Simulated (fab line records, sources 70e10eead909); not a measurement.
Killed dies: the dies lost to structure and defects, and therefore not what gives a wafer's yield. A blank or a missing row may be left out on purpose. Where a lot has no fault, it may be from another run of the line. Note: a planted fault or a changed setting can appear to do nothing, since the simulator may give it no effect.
Which tool did it?	flow nand harc	13 lots with 39 wafers sampled at 5 steps, on a route of 1159 steps

## WHAT THE GAUGES READ, wafer by wafer
NHARC_A_ONON_D1_THK_MEAS_30: measures by ellipsometry.
lot	measured	on	thk nm (nm)
L444	day 8 01:37	film metro-02	980 981 980
L445	day 8 01:37	film metro-01	983 985 984
L446	day 8 19:31	film metro-01	1000 999 998
L447	day 8 19:20	film metro-01	1016 1012 1012
L449	day 8 19:21	film metro-02	1017 1014 1015
L451	day 9 20:16	film metro-02	991 990 991
L453	day 10 11:58	film metro-02	1597 1596 1597
L455	day 11 23:16	film metro-01	1589 1588 1588
L459	day 12 09:38	film metro-02	996 996 997
L461	day 12 09:17	film metro-01	995 995 994
L464	day 12 19:04	film metro-02	988 987 989
L466	day 13 10:22	film metro-02	1000 999 1000
L467	day 13 20:06	film metro-02	999 999 998

NHARC_END_SORT_01.
lot	measured	on	killed at array	killed at other	killed at periphery	killed dies	killed open	killed short
L453	day 21 18:05	prober-02	677 671 675	0 1 0	0 5 2	677 677 677	8 7 7	3 2 2
L455	day 23 22:22	prober-01	671 669 671	2 1 1	4 7 5	677 677 677	2 9 2	0 2 1

## TOOL THAT RAN EACH LOT (tool first, then ch and the chambers of the sampled wafers, then the start)
lot	NHARC_A_ZERO_WELL_ETCH_19	NHARC_A_ONON_D1_DEP_28	NHARC_A_CHANNEL_HOLE_D1_ETCH_38
L444	rie diel-05 ch 0,3, day 6 03:22	pecvd onon-03 ch 0, day 8 01:07	rie diel-09 ch 0,2,3, day 8 05:12
L445	rie diel-07 ch 0,1,3, day 6 12:44	pecvd onon-02 ch 0, day 8 01:06	rie diel-08 ch 0,2,3, day 8 04:59
L446	rie diel-05 ch 0,3, day 7 09:26	pecvd onon-01 ch 0, day 8 19:01	rie diel-08 ch 0,1,3, day 9 02:19
L447	rie diel-04 ch 2,3, day 7 10:58	pecvd onon-03 ch 0, day 8 18:50	rie diel-09 ch 1,2, day 9 01:19
L449	rie diel-07 ch 0,2, day 7 11:41	pecvd onon-02 ch 0, day 8 18:54	rie diel-10 ch 0,1,2, day 9 01:09
L451	rie diel-05 ch 2,3, day 8 08:25	pecvd onon-01 ch 0, day 9 19:52	rie diel-08 ch 1,2, day 10 00:13
L453	rie diel-05 ch 0,1,3, day 9 01:04	pecvd onon-01 ch 0, day 10 11:27	-
L455	rie diel-04 ch 2,3, day 10 13:13	pecvd onon-01 ch 0, day 11 22:48	-
L459	rie diel-05 ch 0,2,3, day 10 17:23	pecvd onon-02 ch 0, day 12 09:14	rie diel-09 ch 0,2,3, day 12 17:04
L461	rie diel-07 ch 0,1,3, day 11 00:05	pecvd onon-02 ch 0, day 12 08:57	rie diel-08 ch 0,2,3, day 12 15:05
L464	rie diel-07 ch 1,2, day 11 06:10	pecvd onon-03 ch 0, day 12 18:33	rie diel-08 ch 2,3, day 12 22:29
L466	rie diel-05 ch 1,2,3, day 11 23:49	pecvd onon-03 ch 0, day 13 09:50	rie diel-09 ch 0,1,3, day 13 17:06
L467	rie diel-07 ch 0,2,3, day 12 09:20	pecvd onon-02 ch 0, day 13 19:35	rie diel-08 ch 0,1,3, day 14 01:26
- NHARC_A_ZERO_WELL_ETCH_19: etches the open film in N2/H2, target depth 80 nm, overetch 24 nm, time 87.88 s.
- NHARC_A_ONON_D1_DEP_28: target thk 1000 nm.
- NHARC_A_CHANNEL_HOLE_D1_ETCH_38: etches the open film in CF4, target depth 39 nm, time 65 s.

## WHAT THE TOOLS THEMSELVES READ (means of the sampled wafers that have a number; where no wafer has one, the mark that the record gives instead)
NHARC_A_ZERO_WELL_ETCH_19.
lot	tool	drypump motor current A (A)	h2 flow sccm (sccm)	oes product au (a.u.)	rf vpp V (V)	showerhead plenum p Torr (Torr)	throttle valve pct (%)
L444	rie diel-05	5.5	149.9	1.014	430.0	1.99	14.171
L445	rie diel-07	5.8	150.0	0.999	430.5	2.05	14.174
L446	rie diel-05	5.5	150.1	1.011	429.1	1.99	14.161
L447	rie diel-04	6.4	150.3	1.005	430.1	2.03	14.173
L449	rie diel-07	6.3	149.5	0.994	431.2	2.05	14.169
L451	rie diel-05	5.7	150.2	0.996	430.6	2.08	14.178
L453	rie diel-05	5.7	150.2	1.008	430.6	2.05	14.166
L455	rie diel-04	6.4	150.2	1.006	430.1	2.03	14.174
L459	rie diel-05	5.8	149.8	1.000	431.5	2.06	14.165
L461	rie diel-07	5.8	150.2	0.999	431.0	2.05	14.165
L464	rie diel-07	6.2	150.5	0.998	428.5	1.97	14.166
L466	rie diel-05	5.6	149.5	1.003	431.3	2.06	14.168
L467	rie diel-07	6.1	149.9	0.995	431.0	2.08	14.174

NHARC_A_CHANNEL_HOLE_D1_ETCH_38.
lot	tool	drypump motor current A (A)	oes product au (a.u.)	rf vpp V (V)	showerhead plenum p Torr (Torr)	throttle valve pct (%)
L444	rie diel-09	5.5	1.004	152.2	1.81	13.282
L445	rie diel-08	5.7	0.986	151.5	1.75	13.285
L446	rie diel-08	5.7	0.992	150.8	1.75	13.286
L447	rie diel-09	5.9	0.989	151.7	1.77	13.287
L449	rie diel-10	5.8	1.006	151.7	1.81	13.277
L451	rie diel-08	5.7	0.979	150.2	1.69	13.281
L459	rie diel-09	5.5	0.982	151.5	1.81	13.283
L461	rie diel-08	5.7	0.982	149.8	1.75	13.285
L464	rie diel-08	5.7	0.985	151.0	1.73	13.276
L466	rie diel-09	5.9	0.990	152.6	1.80	13.275
L467	rie diel-08	5.8	0.992	151.2	1.74	13.283

## THE ANSWER, worked out from the rows above alone
Rule: what is usual is taken from the lots themselves. Put in order of their means at a reading, lots are off if they are a third of the lots or fewer, leave a main group of 4 or more, and stand apart from it by a gap of 3 or more times the standard deviation of the main group's means; of several such gaps the widest counts. A main group whose means are all the same, to the digits that the tables above print for the reading, isn't used. Also off: a lot with no number at a reading for which 4 or more lots have one. All remaining lots with rows at the step are treated as sound. First the gauges in route order, then the tools' own readings, where a lot's mean is used as printed above. At the first step where some lot is off, the reading lying furthest off is the one used; lots without a number count as furthest.
Off, at NHARC_A_ONON_D1_THK_MEAS_30 on thk nm: L453, L455. For the main group the mean is 996 nm and the standard deviation 10.
A tool fits if, at a process step before that reading, it ran every lot that is off, and no sound lot after the first of them. The gauges at NHARC_A_ONON_D1_THK_MEAS_30 are tried like those tools. One candidate fits, namely pecvd onon-01 at NHARC_A_ONON_D1_DEP_28. Its last sound lot is L451 (day 9 19:52), its first lot that is off L453 (day 10 11:27): a fault that began between those two fits.

## WHAT HAD BEEN PUT IN BY THE SIMULATOR
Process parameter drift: pecvd onon-01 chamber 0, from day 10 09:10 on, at NHARC_A_ONON_D1_DEP_28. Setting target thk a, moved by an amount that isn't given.
Struck lots among those shown: L453, L455. The rule given above showed the same thing.
